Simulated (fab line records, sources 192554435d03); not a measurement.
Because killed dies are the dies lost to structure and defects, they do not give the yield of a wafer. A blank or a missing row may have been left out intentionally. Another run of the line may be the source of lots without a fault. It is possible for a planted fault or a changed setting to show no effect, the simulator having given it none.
Matching of chambers + flow n5Finfet + 3 sister chambers for N5_BEOL_M0_SAQP_PECVD_03 on pecvd-03
The step deposits SiCN from 3MS/NH3, target thk 12 nm, time 21.1 s. 16 wafers are shown with their chamber, then 8 later ones without.

== WAFERS WITH THEIR CHAMBER ==
| wafer  | chamber | throttleValvePct (%) | showerheadVppV (V) | showerheadPlenumPTorr (Torr) |
|--------|---------|----------------------|--------------------|------------------------------|
| L079.1 | 1       | 10.1                 | 870                | 3.666                        |
| L079.4 | 1       | 10.0                 | 838                | 3.661                        |
| L079.6 | 2       | 9.1                  | 922                | 3.665                        |
| L081.1 | 2       | 8.9                  | 912                | 3.661                        |
| L081.2 | 1       | 10.0                 | 867                | 3.668                        |
| L081.5 | 2       | 9.1                  | 921                | 3.672                        |
| L083.4 | 1       | 10.2                 | 850                | 3.666                        |
| L083.5 | 0       | 9.6                  | 909                | 3.656                        |
| L083.6 | 2       | 9.1                  | 932                | 3.660                        |
| L084.2 | 1       | 10.3                 | 856                | 3.659                        |
| L084.4 | 0       | 9.8                  | 899                | 3.660                        |
| L084.5 | 2       | 9.0                  | 930                | 3.661                        |
| L086.1 | 1       | 10.2                 | 857                | 3.670                        |
| L086.2 | 0       | 9.6                  | 896                | 3.673                        |
| L086.3 | 0       | 9.4                  | 882                | 3.660                        |
| L087.1 | 0       | 9.9                  | 893                | 3.668                        |

SIGNATURES (means of the wafers above)
| reading               | chamber 0 | chamber 1 | chamber 2 | scatter within a chamber |
|-----------------------|-----------|-----------|-----------|--------------------------|
| throttleValvePct      | 9.660     | 10.133    | 9.040     | 0.141                    |
| showerheadVppV        | 895.80    | 856.33    | 923.40    | 10.1                     |
| showerheadPlenumPTorr | 3.66340   | 3.66500   | 3.66380   | 0.00539                  |
Rule: a wafer's distance from a chamber is the root of the sum, over the readings, of the square of ((its reading less the chamber's mean) divided by the reading's scatter). The wafer belongs to the nearest chamber; if the next one is less than 2 further off, it can't be placed. The scatter: the root of (the sum of the squares of (reading less its chamber's mean) over the shown wafers, divided by (wafers less chambers)).

== WAFERS MISSING THEIR CHAMBER ==
| wafer  | throttleValvePct (%) | showerheadVppV (V) | showerheadPlenumPTorr (Torr) |
|--------|----------------------|--------------------|------------------------------|
| L087.2 | 10.3                 | 845                | 3.662                        |
| L087.6 | 10.1                 | 857                | 3.669                        |
| L094.1 | 9.4                  | 924                | 3.660                        |
| L094.3 | 10.0                 | 873                | 3.661                        |
| L094.4 | 10.1                 | 863                | 3.662                        |
| L095.2 | 10.0                 | 906                | 3.671                        |
| L095.3 | 9.9                  | 866                | 3.664                        |
| L095.4 | 9.5                  | 886                | 3.667                        |

== WHICH CHAMBER EACH WENT THROUGH ==
| wafer  | from the rows above     | in truth |
|--------|-------------------------|----------|
| L087.2 | 1                       | 1        |
| L087.6 | 1                       | 1        |
| L094.1 | can't be placed: 2 or 0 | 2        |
| L094.3 | can't be placed: 1 or 0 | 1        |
| L094.4 | 1                       | 1        |
| L095.2 | 0                       | 0        |
| L095.3 | can't be placed: 1 or 0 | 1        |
| L095.4 | 0                       | 0        |
Correct placement for 5 of the 8. Unplaceable from these rows: 3, with the true chamber sitting among the candidates in 3. Placed wrongly: 0.
